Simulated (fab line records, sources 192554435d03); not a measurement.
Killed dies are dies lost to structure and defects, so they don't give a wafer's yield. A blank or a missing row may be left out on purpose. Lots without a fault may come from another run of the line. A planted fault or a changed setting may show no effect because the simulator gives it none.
One fault seen from 2 desks | flow n5_finfet | each desk has only its own numbers; what lay behind them comes last

THE TOOL OWNER'S DESK: ald_metal-03
The tool's own readings at N5_MOL_CONTACT_COAG_ALD_20 (deposits TiN, target thk 1.5 nm, pulse time 1 s, purge time 3 s): means of the sampled wafers that have a number, for each lot that ran on this tool. A lot is out of limits, marked OUT, if its mean lies more than 4 standard deviations from the usual mean; the brackets give that distance.
Columns: A = heater_power_w at N5_MOL_CONTACT_COAG_ALD_20, usual 888 W; B = precursor_pulse_height_rel at N5_MOL_CONTACT_COAG_ALD_20, usual 0.995
lot  | first seen here | A   | B
L562 | day 5 19:16     | 849 | 1.011
L574 | day 8 16:50     | 875 | 1.005
L577 | day 9 10:07     | 797 | 0.993
This desk's finding: nothing out of limits on any of the 3 lots.

THE METROLOGY DESK
What the gauges read, lot by lot, whatever tool the lot ran on: means of the sampled wafers that have a number. A lot is out of limits, marked OUT, if its mean lies more than 4 standard deviations from the usual mean; the brackets give that distance. Of its 11 readings 7 are shown: those that lie furthest out on some lot.
Columns: A = cd_nm at N5_MOL_CONTACT_COAG_CD_MEAS_99, usual 17.1 nm; B = DIBL_N at N5_BEOL_M4_RC_MEAS_101, usual 35.0 mV/V; C = DIBL_P at N5_BEOL_M4_RC_MEAS_101, usual 35.4 mV/V; D = IOFF_N at N5_BEOL_M4_RC_MEAS_101, usual 0.14 nA/um; E = IOFF_P at N5_BEOL_M4_RC_MEAS_101, usual 0.20 nA/um; F = SS_N at N5_BEOL_M4_RC_MEAS_101, usual 71.2 mV/dec; G = VT_P at N5_BEOL_M4_RC_MEAS_101, usual -251 mV
lot  | first seen here | A    | B    | C    | D    | E    | F    | G
L559 | day 4 21:07     | 16.7 | 36.4 | 38.2 | 0.18 | 0.24 | 71.8 | -247
L562 | day 5 18:20     | 17.2 | 37.9 | 38.8 | 0.19 | 0.25 | 72.1 | -248
L574 | day 8 16:15     | 17.1 | 35.2 | 35.0 | 0.14 | 0.22 | 71.2 | -248
L577 | day 9 07:59     | 17.4 | 36.3 | 34.7 | 0.15 | 0.19 | 71.2 | -253
L578 | day 9 17:02     | 16.8 | 33.2 | 33.6 | 0.11 | 0.18 | 70.6 | -253
L579 | day 9 21:11     | 16.9 | 35.5 | 36.6 | 0.14 | 0.20 | 71.3 | -253
This desk's finding: nothing out of limits on any of the 6 lots.

PUT TOGETHER
The tool owner's desk saw nothing out of limits.
The metrology desk saw nothing out of limits.

WHAT THE SIMULATOR HAD PUT IN
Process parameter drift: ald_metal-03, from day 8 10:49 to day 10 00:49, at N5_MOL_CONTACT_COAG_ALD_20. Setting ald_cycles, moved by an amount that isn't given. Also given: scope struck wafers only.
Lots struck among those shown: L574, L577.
